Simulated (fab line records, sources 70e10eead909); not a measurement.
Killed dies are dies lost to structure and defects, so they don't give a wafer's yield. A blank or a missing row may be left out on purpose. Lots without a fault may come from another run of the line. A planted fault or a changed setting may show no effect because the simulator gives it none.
fab line records | flow nand_harc
record lots=12 wafers=36 last_day=25
route steps=1159 shown P_BONDPAD@370 A_ONON_D1@424
lots that met no fault: from a run of the same line without faults
start_h: hours from the record's first day to the start of the lot's first wafer shown | wait_h: hours since the lot's step before | " the same as in the row above | L1.1+2: a row that stands for several wafers | - no value, or no start given | * or withheld: withheld | < > ~ a bound
route shown NAME@n: a module of which the file shows steps, and the number in the route of the first | usual: mean/standard deviation of fault-free wafers | same: alike in all rows | chamber/n: place in a boat | sites: the reading at each site | _std_site: their standard deviation | _edge_site: outer sites' mean less inner sites' | radius_mm: how far each site lies from the wafer's centre | mask NAME#n: copy n | behind: the tool/chamber that last shaped the wafer | hold: why the lot was held/for how many hours/how that ended | device: the transistor (n, p or np) that didn't switch | end of line: the same wafers' tests at the end of the route | a step without rows: its recipe alone | killed: dies lost to structure and defects at the first sort, not the wafer's yield | map: a wafer's dies, x killed, . not, _ none there
set.NAME: the setting as run; set.NAME@STEP: as run at that earlier step | model.NAME: the simulator's own value behind a step, which no gauge read
steps of the route over a sample of lots; a table a step, a row a wafer
services: from which hour (start_h, from the record's first day; less than 0 if before it) a tool's chamber was out of use, for how many hours, and why
## steps
# step NHARC_P_BONDPAD_CD_MEAS_13
# usual cd_nm=497.9/2.8
# columns lot.wafer tool chamber start_h wait_h cd_nm
L810.1 cd_sem-01 - 140.03 - 497.7
L810.2 " - " " 499.9
L810.3 " - " " 493.2
L811.2 cd_sem-02 - 140.57 - 499.3
L811.3 " - " " 491.8
L811.4 " - " " 495.3
L812.2 cd_sem-03 - 147.30 - 496.0
L812.5 " - " " 501.7
L812.6 " - " " 494.9
L813.1 cd_sem-03 - 148.62 - 502.2
L813.3 " - " " 499.5
L813.4 " - " " 497.8
L819.1 cd_sem-03 - 182.58 - 497.4
L819.2 " - " " 495.7
L819.5 " - " " 500.7
L821.1 cd_sem-01 - 208.46 - 497.0
L821.4 " - " " 498.1
L821.6 " - " " 497.3
L827.1 cd_sem-02 - 232.66 - 497.5
L827.2 " - " " 503.0
L827.3 " - " " 499.6
L828.1 cd_sem-03 - 235.11 - 503.0
L828.2 " - " " 502.0
L828.6 " - " " 496.7
L829.1 cd_sem-02 - 244.34 - 499.1
L829.3 " - " " 496.1
L829.6 " - " " 501.0
L831.3 cd_sem-03 - 251.05 - 493.6
L831.4 " - " " 502.2
L831.5 " - " " 492.8
L832.1 cd_sem-01 - 255.66 - 495.6
L832.2 " - " " 492.6
L832.6 " - " " 499.0
L833.3 cd_sem-02 - 266.55 - 498.4
L833.4 " - " " 494.0
L833.6 " - " " 498.8
# step NHARC_P_BONDPAD_STRIP_15
# recipe o2_flow_sccm=500 ar_flow_sccm=0 bias_w=0 chemistry=O2
# usual drypump_motor_current_A=5.8/0.34 oes_product_au=0.998/0.013 rf_vpp_V=57.7/0.76 showerhead_plenum_p_Torr=3.50/0.086 throttle_valve_pct=17.037/0.0094
# same bias_w=0
# columns lot.wafer tool chamber start_h wait_h drypump_motor_current_A oes_product_au rf_hours_counter_h rf_vpp_V showerhead_plenum_p_Torr throttle_valve_pct
L810.2 rie_diel-03 0 140.11 0.1 5.4 0.977 9 57.7 3.43 17.039
L810.1 " 2 " " 5.9 0.999 8 57.9 3.59 17.042
L810.3 " 3 " " 6.1 1.008 9 57.9 3.55 17.039
L811.2 rie_diel-03 3 140.64 0.1 6.1 1.016 9 57.5 3.55 17.031
L811.4 " 0 " " 5.4 0.980 9 58.1 3.43 17.028
L811.3 " 1 " " 6.0 1.012 9 57.1 3.43 17.058
L812.2 rie_diel-01 3 147.42 0.1 5.5 0.986 0 56.3 3.36 17.045
L812.6 " 1 " " 5.7 1.001 - 58.6 3.65 17.037
L812.5 " 2 " " 5.9 0.998 - 56.6 3.51 17.042
L813.3 rie_diel-03 3 148.70 0.1 6.0 1.001 10 58.0 3.55 17.036
L813.1 " 1 " " 6.0 1.007 10 57.7 3.42 17.044
L813.4 " 2 " " 5.9 0.999 9 58.6 3.59 17.051
L819.1 rie_diel-03 0 182.69 0.1 5.4 0.979 12 57.0 3.43 17.021
L819.2 " 1 " " 6.0 0.991 12 57.9 3.42 17.040
L819.5 " 3 " " 6.0 1.007 - 58.2 3.55 17.059
L821.1 rie_diel-01 0 208.55 0.1 6.6 0.987 25 55.9 3.46 17.053
L821.4 " 1 " " 5.7 1.022 24 58.2 3.64 17.033
L821.6 " 0 " " 6.6 0.994 - 56.3 3.46 17.039
L827.2 rie_diel-03 3 232.74 0.1 6.1 1.016 0 56.5 3.55 17.041
L827.1 " 0 " " 5.4 0.993 0 58.3 3.43 17.053
L827.3 " 2 " " 5.9 1.011 0 57.7 3.58 17.045
L828.2 rie_diel-03 2 235.21 0.1 5.9 1.006 1 58.1 3.58 17.032
L828.1 " 3 " " 6.0 1.022 1 56.8 3.55 17.026
L828.6 " 0 " " 5.4 0.989 - 57.3 3.43 17.036
L829.3 rie_diel-03 3 244.43 0.1 6.1 1.010 1 58.3 3.55 17.039
L829.1 " 1 " " 6.0 0.998 1 56.6 3.42 17.037
L829.6 " 2 " " 5.9 1.009 - 57.5 3.58 17.031
L831.3 rie_diel-03 0 251.15 0.1 5.4 0.994 2 57.6 3.43 17.034
L831.4 " 1 " " 6.0 1.011 2 57.5 3.42 17.041
L831.5 " 0 " " 5.4 1.007 - 57.7 3.43 17.037
L832.1 rie_diel-03 0 255.77 0.1 5.4 0.985 3 57.2 3.43 17.026
L832.2 " 1 " " 6.0 1.003 2 57.3 3.42 17.054
L832.6 " 3 " " 6.1 1.007 - 58.5 3.55 17.028
L833.3 rie_diel-03 2 266.63 0.1 5.9 1.017 3 57.3 3.58 17.026
L833.4 " 0 " " 5.4 1.009 4 56.6 3.43 17.041
L833.6 " 2 " " 5.9 1.016 - 57.2 3.58 17.023
# step NHARC_A_ONON_D1_DEP_00
# recipe target_thk_a=10000 n2_flow_sccm=2750 n2o_flow_sccm=2000 nh3_flow_sccm=500 sih4_flow_sccm=210 temp_c=400
# usual sih4_flow_sccm=210.1/0.54
# columns lot.wafer tool chamber start_h wait_h sih4_flow_sccm
L810.1 pecvd_onon-01 0 166.34 0.1 210.6
L810.2 " 0 " " 210.2
L810.3 " 0 " " 212.0
L811.2 pecvd_onon-03 0 166.43 0.1 209.1
L811.3 " 0 " " 209.3
L811.4 " 0 " " 209.7
L813.1 pecvd_onon-03 0 173.94 0.1 210.3
L813.3 " 0 " " 210.3
L813.4 " 0 " " 210.2
L812.2 pecvd_onon-01 0 174.04 0.1 210.1
L812.5 " 0 " " 210.6
L812.6 " 0 " " 208.8
L819.1 pecvd_onon-02 0 210.33 0.1 208.9
L819.2 " 0 " " 210.7
L819.5 " 0 " " 210.2
L821.1 pecvd_onon-02 0 233.55 0.1 209.9
L821.4 " 0 " " 209.8
L821.6 " 0 " " 211.0
L827.1 pecvd_onon-03 0 259.43 0.1 209.9
L827.2 " 0 " " 210.0
L827.3 " 0 " " 210.3
L828.1 pecvd_onon-01 0 259.43 0.1 211.0
L828.2 " 0 " " 210.0
L828.6 " 0 " " 209.7
L829.1 pecvd_onon-03 0 271.88 0.1 210.5
L829.3 " 0 " " 210.7
L829.6 " 0 " " 210.2
L831.3 pecvd_onon-03 0 275.79 0.2 210.0
L831.4 " 0 " " 211.2
L831.5 " 0 " " 210.5
L832.1 pecvd_onon-03 0 282.83 0.1 210.6
L832.2 " 0 " " 210.2
L832.6 " 0 " " 210.0
L833.3 pecvd_onon-03 0 292.22 0.2 209.4
L833.4 " 0 " " 209.9
L833.6 " 0 " " 209.7
# step NHARC_A_ONON_D1_THK_MEAS_02
# recipe thk_meas_gauge=ellipsometry
# usual thk_nm=1001/9.7
# columns lot.wafer tool chamber start_h wait_h thk_nm
L810.1 film_metro-02 - 166.85 - 992
L810.2 " - " " 991
L810.3 " - " " 994
L811.2 film_metro-01 - 166.88 - 1025
L811.3 " - " " 1023
L811.4 " - " " 1024
L813.1 film_metro-02 - 174.45 - 1012
L813.3 " - " " 1012
L813.4 " - " " 1013
L812.2 film_metro-02 - 174.50 - 1009
L812.5 " - " " 1010
L812.6 " - " " 1011
L819.1 film_metro-01 - 210.85 - 923
L819.2 " - " " 920
L819.5 " - " " 922
L821.1 film_metro-01 - 234.07 - 903
L821.4 " - " " 903
L821.6 " - " " 903
L827.1 film_metro-01 - 259.94 - 998
L827.2 " - " " 996
L827.3 " - " " 997
L828.1 film_metro-02 - 259.95 - 988
L828.2 " - " " 987
L828.6 " - " " 987
L829.1 film_metro-01 - 272.39 - 994
L829.3 " - " " 994
L829.6 " - " " 995
L831.3 film_metro-02 - 276.21 - 1015
L831.4 " - " " 1015
L831.5 " - " " 1015
L832.1 film_metro-01 - 283.34 - 991
L832.2 " - " " 991
L832.6 " - " " 991
L833.3 film_metro-02 - 292.62 - 1001
L833.4 " - " " 1003
L833.6 " - " " 1001
# step NHARC_A_ONON_D1_THK_MEAS_11
# recipe thk_meas_gauge=ellipsometry
# usual thk_nm=998/9
# columns lot.wafer tool chamber start_h wait_h thk_nm
L810.1 film_metro-01 - 168.58 - 1016
L810.2 " - " " 1017
L810.3 " - " " 1015
L811.2 film_metro-02 - 168.59 - 1003
L811.3 " - " " 1004
L811.4 " - " " 1005
L813.1 film_metro-02 - 176.13 - 1007
L813.3 " - " " 1007
L813.4 " - " " 1007
L812.2 film_metro-01 - 176.21 - 993
L812.5 " - " " 995
L812.6 " - " " 995
L819.1 film_metro-01 - 212.80 - 998
L819.2 " - " " 998
L819.5 " - " " 998
L821.1 film_metro-02 - 235.91 - 992
L821.4 " - " " 990
L821.6 " - " " 991
L827.1 film_metro-02 - 261.64 - 997
L827.2 " - " " 998
L827.3 " - " " 998
L828.1 film_metro-02 - 261.67 - 993
L828.2 " - " " 994
L828.6 " - " " 995
L829.1 film_metro-02 - 274.08 - 1013
L829.3 " - " " 1012
L829.6 " - " " 1014
L831.3 film_metro-01 - 277.92 - 989
L831.4 " - " " 991
L831.5 " - " " 990
L832.1 film_metro-01 - 285.34 - 985
L832.2 " - " " 984
L832.6 " - " " 985
L833.3 film_metro-02 - 294.32 - 997
L833.4 " - " " 997
L833.6 " - " " 998
## services
# columns tool chamber start_h hours kind
rie_diel-03 0 120.91 - clean
rie_diel-03 1 120.91 - clean
rie_diel-03 2 120.91 - clean
rie_diel-03 3 120.91 - clean
rie_diel-03 2 127.68 7.1 repair
rie_diel-01 - 137.95 9.0 pm
rie_diel-03 0 145.41 - clean
rie_diel-03 1 145.41 - clean
rie_diel-03 2 145.41 - clean
rie_diel-03 3 145.41 - clean
pecvd_onon-01 - 151.70 11.3 repair
pecvd_onon-03 - 153.26 13.0 pm
rie_diel-03 2 155.35 11.9 repair
rie_diel-03 0 169.91 - clean
rie_diel-03 1 169.91 - clean
rie_diel-03 2 169.91 - clean
pecvd_onon-01 - 195.00 13.0 pm
rie_diel-03 3 198.12 6.9 repair
rie_diel-01 3 200.12 7.1 repair
rie_diel-01 - 206.29 0.6 repair
pecvd_onon-02 - 207.52 1.5 repair
rie_diel-03 - 215.31 9.0 pm
rie_diel-01 3 256.86 8.8 repair
pecvd_onon-02 - 292.10 13.0 pm
## key
first_sign step=NHARC_A_ONON_D1_THK_MEAS_02 reading=thk_nm direction=down sigmas=9.1 usual=1001 struck=913
effect none on later readings
met_at NHARC_A_ONON_D1_DEP_00
struck_lots L819,L821
tester_left_out L819,L821
not_acting_at NHARC_P_BONDPAD_CD_MEAS_13,NHARC_P_BONDPAD_STRIP_15,NHARC_A_ONON_D1_THK_MEAS_11
fault kind=site_profile_drift tool=pecvd_onon-02 chamber=- onset_h=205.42 steps=NHARC_A_ONON_D1_DEP_00 basis=fraction max_abs_drift=0.19111 slope_share_per_hr=95.556 site_pattern=0,0,0,0,0,-1,-1,-1,-1
# tester_left_out: of these lots the tester's yield and bins aren't shown, on N5 and GAA mostly nor the transistor test; their killed dies are dies lost to structure and defects alone, not to doping, threshold or leakage, so they don't give the yield
